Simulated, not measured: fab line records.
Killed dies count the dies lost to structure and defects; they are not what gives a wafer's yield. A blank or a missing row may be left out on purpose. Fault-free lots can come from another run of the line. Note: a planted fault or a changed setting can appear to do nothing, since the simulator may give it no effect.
Which tool is to blame?	flow n5Finfet	72 wafers from 24 lots sampled at 6 of the route's 1938 steps

WHAT THE GAUGES READ, wafer by wafer
The record lacks any reading of a measuring or inspecting step that a usual standard deviation could be used to judge.

TOOL THAT RAN EACH LOT (tool first, then ch and the chambers of the sampled wafers, then the start)
lot	N5_BEOL_M3_ANNEAL_95	N5_BEOL_M3_ANNEAL_51	N5_BEOL_M4_STRIP_66	N5_BEOL_M4_STRIP_19	N5_BEOL_M4_ETCH_70	N5_BEOL_M4_ANNEAL_91
L074	pvdSputter-03, day 8 11:26	rtpAnneal-01 ch 0, day 8 11:46	rieDiel-04 ch 0,1, day 8 14:10	rieDiel-04 ch 1,2, day 8 14:24	rieDiel-01 ch 0,2,3, day 8 20:59	pvdSputter-01, day 8 23:27
L075	pvdSputter-02, day 8 12:30	rtpAnneal-01 ch 0, day 8 12:50	rieDiel-01 ch 0,2, day 8 16:54	rieDiel-01 ch 0,1,3, day 8 17:03	rieDiel-04 ch 1,2, day 9 03:22	pvdSputter-01, day 9 07:25
L076	pvdSputter-01, day 8 15:10	rtpAnneal-02 ch 0, day 8 15:33	rieDiel-04 ch 0,1, day 8 17:31	rieDiel-01 ch 2,3, day 8 17:44	rieDiel-03 ch 0,1, day 8 23:48	pvdSputter-02, day 9 02:22
L079	pvdSputter-02, day 8 20:54	rtpAnneal-02 ch 0, day 8 21:23	rieDiel-03 ch 0,1,2, day 9 01:47	rieDiel-04 ch 0,1,2, day 9 02:01	rieDiel-03 ch 0,1,2, day 10 01:47	pvdSputter-02, day 10 04:46
L077	pvdSputter-02, day 8 23:44	rtpAnneal-01 ch 0, day 9 00:04	rieDiel-03 ch 1,2, day 9 02:20	rieDiel-01 ch 0,3, day 9 02:30	rieDiel-03 ch 0,1,2, day 10 02:09	pvdSputter-02, day 10 06:39
L078	pvdSputter-03, day 9 02:16	rtpAnneal-01 ch 0, day 9 02:36	rieDiel-04 ch 0,1,2, day 9 05:13	rieDiel-03 ch 1,2, day 9 05:25	rieDiel-01 ch 0,3, day 10 09:15	pvdSputter-01, day 10 11:49
L081	pvdSputter-03, day 9 18:29	rtpAnneal-02 ch 0, day 9 18:57	rieDiel-03 ch 0,1,2, day 9 20:50	rieDiel-03 ch 1,3, day 9 21:00	rieDiel-03 ch 0,3, day 10 09:17	pvdSputter-03, day 10 12:00
L080	pvdSputter-02, day 10 02:05	rtpAnneal-02 ch 0, day 10 02:34	rieDiel-04 ch 1,3, day 10 07:05	rieDiel-04 ch 1,3, day 10 07:20	rieDiel-01 ch 1,2, day 10 12:35	pvdSputter-02, day 10 15:45
L083	pvdSputter-02, day 10 09:11	rtpAnneal-02 ch 0, day 10 09:32	rieDiel-01 ch 1,2, day 10 11:32	rieDiel-01 ch 0,2,3, day 10 11:42	rieDiel-01 ch 0,3, day 11 00:49	pvdSputter-03, day 11 03:33
L082	pvdSputter-01, day 11 04:07	rtpAnneal-01 ch 0, day 11 04:36	rieDiel-03 ch 1,2,3, day 11 07:11	rieDiel-04 ch 1,2, day 11 07:20	rieDiel-04 ch 0,1, day 11 09:54	pvdSputter-03, day 11 13:20
L084	pvdSputter-02, day 11 09:05	rtpAnneal-01 ch 0, day 11 09:28	rieDiel-04 ch 1,2, day 11 15:17	rieDiel-01 ch 2,3, day 11 15:31	rieDiel-04 ch 0,2,3, day 11 18:50	pvdSputter-02, day 11 22:04
L085	pvdSputter-01, day 11 10:47	rtpAnneal-02 ch 0, day 11 11:32	rieDiel-01 ch 1,2, day 11 15:29	rieDiel-04 ch 1,2,3, day 11 15:38	rieDiel-01 ch 0,2,3, day 11 18:52	pvdSputter-03, day 11 22:12
L086	pvdSputter-01, day 11 13:39	rtpAnneal-01 ch 0, day 11 13:59	rieDiel-03 ch 0,1,3, day 11 16:31	rieDiel-01 ch 0,2, day 11 16:54	rieDiel-03 ch 0,3, day 11 18:57	pvdSputter-02, day 11 23:54
L087	pvdSputter-02, day 11 14:20	rtpAnneal-02 ch 0, day 11 14:49	rieDiel-04 ch 0,1,2, day 11 17:29	rieDiel-01 ch 0,1,2, day 11 17:38	rieDiel-01 ch 1,2,3, day 12 00:31	pvdSputter-02, day 12 03:10
L089	pvdSputter-01, day 11 18:47	rtpAnneal-01 ch 0, day 11 19:13	rieDiel-01 ch 2,3, day 12 01:37	rieDiel-01 ch 2,3, day 12 01:58	rieDiel-04 ch 0,1,2, day 12 04:56	pvdSputter-02, day 12 09:37
L088	pvdSputter-03, day 12 05:17	rtpAnneal-01 ch 0, day 12 05:58	rieDiel-03 ch 0,3, day 12 11:13	rieDiel-03 ch 0,1,3, day 12 11:22	rieDiel-03 ch 1,3, day 13 03:11	pvdSputter-02, day 13 06:10
L090	pvdSputter-01, day 12 09:37	rtpAnneal-02 ch 0, day 12 09:58	rieDiel-04 ch 0,1,3, day 12 12:26	rieDiel-04 ch 0,1,3, day 12 12:36	rieDiel-01 ch 0,1,2, day 13 06:40	pvdSputter-01, day 13 09:45
L091	pvdSputter-03, day 12 14:49	rtpAnneal-02 ch 0, day 12 15:11	rieDiel-03 ch 0,1,2, day 12 19:31	rieDiel-04 ch 1,2,3, day 12 19:40	rieDiel-04 ch 0,2,3, day 13 06:46	pvdSputter-03, day 13 09:56
L093	pvdSputter-01, day 13 00:00	rtpAnneal-02 ch 0, day 13 00:23	rieDiel-03 ch 0,2,3, day 13 04:41	rieDiel-01 ch 1,2,3, day 13 04:50	rieDiel-01 ch 0,2,3, day 13 13:12	pvdSputter-01, day 13 17:04
L092	pvdSputter-01, day 13 01:50	rtpAnneal-01 ch 0, day 13 02:13	rieDiel-01 ch 1,3, day 13 04:26	rieDiel-01 ch 1,2,3, day 13 04:40	rieDiel-01 ch 0,1,2, day 13 12:44	pvdSputter-01, day 13 15:06
L094	pvdSputter-03, day 13 05:09	rtpAnneal-01 ch 0, day 13 05:32	rieDiel-03 ch 2,3, day 13 08:11	rieDiel-04 ch 0,2, day 13 08:21	rieDiel-03 ch 1,3, day 13 22:09	pvdSputter-01, day 14 02:43
L095	pvdSputter-03, day 14 13:43	rtpAnneal-02 ch 0, day 14 14:04	rieDiel-01 ch 0,1, day 14 17:15	rieDiel-01 ch 1,3, day 14 17:25	rieDiel-01 ch 0,1, day 14 20:59	pvdSputter-03, day 15 01:09
L096	pvdSputter-01, day 14 19:01	rtpAnneal-02 ch 0, day 14 19:23	rieDiel-01 ch 0,1, day 14 22:25	rieDiel-04 ch 0,1,2, day 14 22:46	rieDiel-04 ch 1,3, day 15 04:28	pvdSputter-02, day 15 07:06
L097	pvdSputter-01, day 15 00:01	rtpAnneal-02 ch 0, day 15 00:22	rieDiel-01 ch 1,2, day 15 02:44	rieDiel-01 ch 0,2, day 15 03:05	rieDiel-01 ch 1,2,3, day 15 07:42	pvdSputter-02, day 15 10:31
- N5_BEOL_M3_ANNEAL_95: time 240 s.
- N5_BEOL_M3_ANNEAL_51: time 90 s.
- N5_BEOL_M4_STRIP_66: strips in CF4.
- N5_BEOL_M4_STRIP_19: strips in O2.
- N5_BEOL_M4_ETCH_70: etches SOC in N2/H2, target depth 80 nm, overetch 24 nm, time 130 s.
- N5_BEOL_M4_ANNEAL_91: time 240 s.

AS READ BY THE TOOLS THEMSELVES (means over the sampled wafers that have a number; for cases with no such wafer, the mark the record gives instead)
N5_BEOL_M3_ANNEAL_95. Usual: heaterPowerW 825 W, standard deviation 51.
lot	tool	heaterPowerW (W)	flag
L074	pvdSputter-03	803	
L075	pvdSputter-02	859	
L076	pvdSputter-01	816	
L079	pvdSputter-02	814	
L077	pvdSputter-02	863	
L078	pvdSputter-03	854	
L081	pvdSputter-03	833	
L080	pvdSputter-02	837	
L083	pvdSputter-02	878	
L082	pvdSputter-01	783	
L084	pvdSputter-02	844	
L085	pvdSputter-01	791	
L086	pvdSputter-01	796	
L087	pvdSputter-02	857	
L089	pvdSputter-01	784	
L088	pvdSputter-03	809	
L090	pvdSputter-01	850	
L091	pvdSputter-03	813	
L093	pvdSputter-01	834	
L092	pvdSputter-01	770	
L094	pvdSputter-03	819	
L095	pvdSputter-03	807	
L096	pvdSputter-01	800	
L097	pvdSputter-01	830	

N5_BEOL_M3_ANNEAL_51. Usual: wafer_temp_C_max 225.70, standard deviation 0.2.
lot	tool	wafer_temp_C_max	flag
L074	rtpAnneal-01	225.63	
L075	rtpAnneal-01	225.59	
L076	rtpAnneal-02	225.67	
L079	rtpAnneal-02	225.80	
L077	rtpAnneal-01	225.70	
L078	rtpAnneal-01	225.56	
L081	rtpAnneal-02	226.05	
L080	rtpAnneal-02	225.98	
L083	rtpAnneal-02	225.73	
L082	rtpAnneal-01	225.53	
L084	rtpAnneal-01	225.74	
L085	rtpAnneal-02	225.72	
L086	rtpAnneal-01	225.43	
L087	rtpAnneal-02	225.78	
L089	rtpAnneal-01	226.10	
L088	rtpAnneal-01	225.45	
L090	rtpAnneal-02	225.82	
L091	rtpAnneal-02	225.78	
L093	rtpAnneal-02	225.76	
L092	rtpAnneal-01	225.76	
L094	rtpAnneal-01	225.45	
L095	rtpAnneal-02	225.81	
L096	rtpAnneal-02	225.74	
L097	rtpAnneal-02	225.75	

N5_BEOL_M4_STRIP_66. Usual: drypumpMotorCurrentA 5.6 A, standard deviation 0.51; oesProductAu 0.81 a.u., standard deviation 0.074; rfVppV 271.5 V, standard deviation 1.8; showerheadPlenumPTorr 1.82 Torr, standard deviation 0.069; throttleValvePct 13.51 %, standard deviation 0.21.
lot	tool	drypumpMotorCurrentA (A)	oesProductAu (a.u.)	rfVppV (V)	showerheadPlenumPTorr (Torr)	throttleValvePct (%)	flag
L074	rieDiel-04	5.2	0.88	271.4	1.81	13.30	
L075	rieDiel-01	5.4	0.86	273.3	1.87	13.38	
L076	rieDiel-04	5.2	0.87	270.8	1.81	13.30	
L079	rieDiel-03	5.8	0.84	270.9	1.79	13.49	
L077	rieDiel-03	6.1	0.79	272.0	1.83	13.58	
L078	rieDiel-04	5.5	0.83	271.3	1.82	13.32	
L081	rieDiel-03	5.8	0.83	270.7	1.79	13.51	
L080	rieDiel-04	5.7	0.91	274.1	1.91	13.37	
L083	rieDiel-01	5.2	0.85	272.8	1.90	13.45	
L082	rieDiel-03	5.5	0.74	271.0	1.81	13.76	
L084	rieDiel-04	5.8	0.79	273.1	1.83	13.36	
L085	rieDiel-01	5.2	0.85	272.8	1.89	13.43	
L086	rieDiel-03	5.6	0.80	271.6	1.83	13.58	
L087	rieDiel-04	5.5	0.81	272.1	1.81	13.36	
L089	rieDiel-01	5.6	0.84	271.4	1.84	13.45	
L088	rieDiel-03	5.0	0.76	271.0	1.81	13.73	
L090	rieDiel-04	5.4	0.85	272.4	1.85	13.40	
L091	rieDiel-03	5.8	0.80	269.9	1.78	13.55	
L093	rieDiel-03	5.2	0.75	270.1	1.77	13.71	
L092	rieDiel-01	5.5	0.82	272.4	1.84	13.54	
L094	rieDiel-03	5.1	0.69	269.5	1.75	13.89	
L095	rieDiel-01	5.6	0.77	271.9	1.83	13.57	
L096	rieDiel-01	5.3	0.79	272.3	1.86	13.56	
L097	rieDiel-01	5.2	0.81	273.0	1.89	13.54	

N5_BEOL_M4_STRIP_19. Usual: drypumpMotorCurrentA 5.6 A, standard deviation 0.48; oesProductAu 0.84 a.u., standard deviation 0.059; rfVppV 3.7 V, standard deviation 0.48; showerheadPlenumPTorr 2.14 Torr, standard deviation 0.081; throttleValvePct 16.58 %, standard deviation 0.14.
lot	tool	drypumpMotorCurrentA (A)	oesProductAu (a.u.)	rfVppV (V)	showerheadPlenumPTorr (Torr)	throttleValvePct (%)	flag
L074	rieDiel-04	5.4	0.86	3.8	2.19	16.38	
L075	rieDiel-01	5.7	0.87	4.0	2.14	16.60	
L076	rieDiel-01	6.0	0.91	3.5	2.12	16.60	
L079	rieDiel-04	5.5	0.85	3.4	2.13	16.44	
L077	rieDiel-01	6.1	0.85	3.8	2.08	16.63	
L078	rieDiel-03	6.1	0.81	3.7	2.13	16.65	
L081	rieDiel-03	5.4	0.75	3.8	2.18	16.86	
L080	rieDiel-04	5.4	0.90	4.0	2.23	16.41	
L083	rieDiel-01	5.8	0.85	4.1	2.13	16.59	
L082	rieDiel-04	5.4	0.83	3.9	2.19	16.42	
L084	rieDiel-01	5.7	0.86	3.5	2.17	16.59	
L085	rieDiel-04	5.7	0.85	3.7	2.19	16.49	
L086	rieDiel-01	5.6	0.81	3.5	2.15	16.58	
L087	rieDiel-01	5.4	0.83	3.9	2.18	16.58	
L089	rieDiel-01	5.6	0.86	3.8	2.16	16.61	
L088	rieDiel-03	5.6	0.81	3.5	2.13	16.67	
L090	rieDiel-04	5.5	0.86	3.7	2.16	16.51	
L091	rieDiel-04	5.7	0.83	4.3	2.18	16.50	
L093	rieDiel-01	5.6	0.84	3.7	2.16	16.63	
L092	rieDiel-01	5.6	0.84	3.8	2.16	16.63	
L094	rieDiel-04	5.6	0.81	3.3	2.06	16.58	
L095	rieDiel-01	5.5	0.82	3.1	2.15	16.67	
L096	rieDiel-04	5.5	0.79	3.6	2.12	16.53	
L097	rieDiel-01	5.4	0.80	3.2	2.17	16.62	

N5_BEOL_M4_ETCH_70. Usual: drypumpMotorCurrentA 5.6 A, standard deviation 0.5; oesProductAu 0.61 a.u., standard deviation 0.049; rfVppV 525.0 V, standard deviation 3; showerheadPlenumPTorr 2.59 Torr, standard deviation 0.1; throttleValvePct 17.75 %, standard deviation 0.2.
lot	tool	drypumpMotorCurrentA (A)	oesProductAu (a.u.)	rfVppV (V)	showerheadPlenumPTorr (Torr)	throttleValvePct (%)	flag
L074	rieDiel-01	5.8	0.63	524.8	2.59	17.68	
L075	rieDiel-04	5.8	0.61	525.5	2.61	17.56	
L076	rieDiel-03	5.8	0.70	525.0	2.56	17.51	
L079	rieDiel-03	5.8	0.61	522.9	2.53	17.76	
L077	rieDiel-03	5.8	0.61	524.1	2.53	17.75	
L078	rieDiel-01	6.1	0.62	523.3	2.51	17.77	
L081	rieDiel-03	5.1	0.58	524.8	2.57	17.92	
L080	rieDiel-01	5.2	0.64	528.0	2.70	17.70	
L083	rieDiel-01	5.9	0.59	522.7	2.53	17.70	
L082	rieDiel-04	5.2	0.62	523.8	2.55	17.68	
L084	rieDiel-04	5.8	0.62	524.7	2.57	17.67	
L085	rieDiel-01	5.8	0.61	524.4	2.58	17.72	
L086	rieDiel-03	5.1	0.57	523.7	2.57	17.93	
L087	rieDiel-01	5.6	0.62	525.7	2.62	17.76	
L089	rieDiel-04	5.5	0.60	525.3	2.57	17.66	
L088	rieDiel-03	5.4	0.54	526.5	2.63	18.11	
L090	rieDiel-01	5.4	0.60	526.4	2.64	17.71	
L091	rieDiel-04	5.8	0.61	525.5	2.57	17.71	
L093	rieDiel-01	5.8	0.60	524.5	2.57	17.76	
L092	rieDiel-01	5.4	0.60	527.2	2.64	17.71	
L094	rieDiel-03	6.0	0.56	527.5	2.65	17.99	
L095	rieDiel-01	5.3	0.59	526.4	2.63	17.76	
L096	rieDiel-04	5.8	0.63	528.5	2.69	17.74	
L097	rieDiel-01	5.6	0.59	525.6	2.61	17.81	

N5_BEOL_M4_ANNEAL_91. Usual: heaterPowerW 833 W, standard deviation 49.
lot	tool	heaterPowerW (W)	flag
L074	pvdSputter-01	770	
L075	pvdSputter-01	786	
L076	pvdSputter-02	878	
L079	pvdSputter-02	862	
L077	pvdSputter-02	884	
L078	pvdSputter-01	836	
L081	pvdSputter-03	838	
L080	pvdSputter-02	882	
L083	pvdSputter-03	833	
L082	pvdSputter-03	864	
L084	pvdSputter-02	842	
L085	pvdSputter-03	815	
L086	pvdSputter-02	840	
L087	pvdSputter-02	874	
L089	pvdSputter-02	880	
L088	pvdSputter-02	882	
L090	pvdSputter-01	757	
L091	pvdSputter-03	781	
L093	pvdSputter-01	796	
L092	pvdSputter-01	804	
L094	pvdSputter-01	785	
L095	pvdSputter-03	853	
L096	pvdSputter-02	844	
L097	pvdSputter-02	848	

THE ANSWER, worked out from the rows above alone
Rule: a lot is off if the mean of its wafers that have a number lies more than 3 standard deviations from the usual mean. A lot without any number at a reading at which 4 lots or more have one is off too. Any other lot the step has rows for is counted as sound. After the gauges, taken in route order, come the tools' own readings; for these a lot's mean is taken, as printed above. At the first step where some lot is off, the reading lying furthest off is the one used; lots without a number count as furthest.
None of the lots is off at any reading shown; this tells nothing.

WHAT HAD BEEN PUT IN BY THE SIMULATOR
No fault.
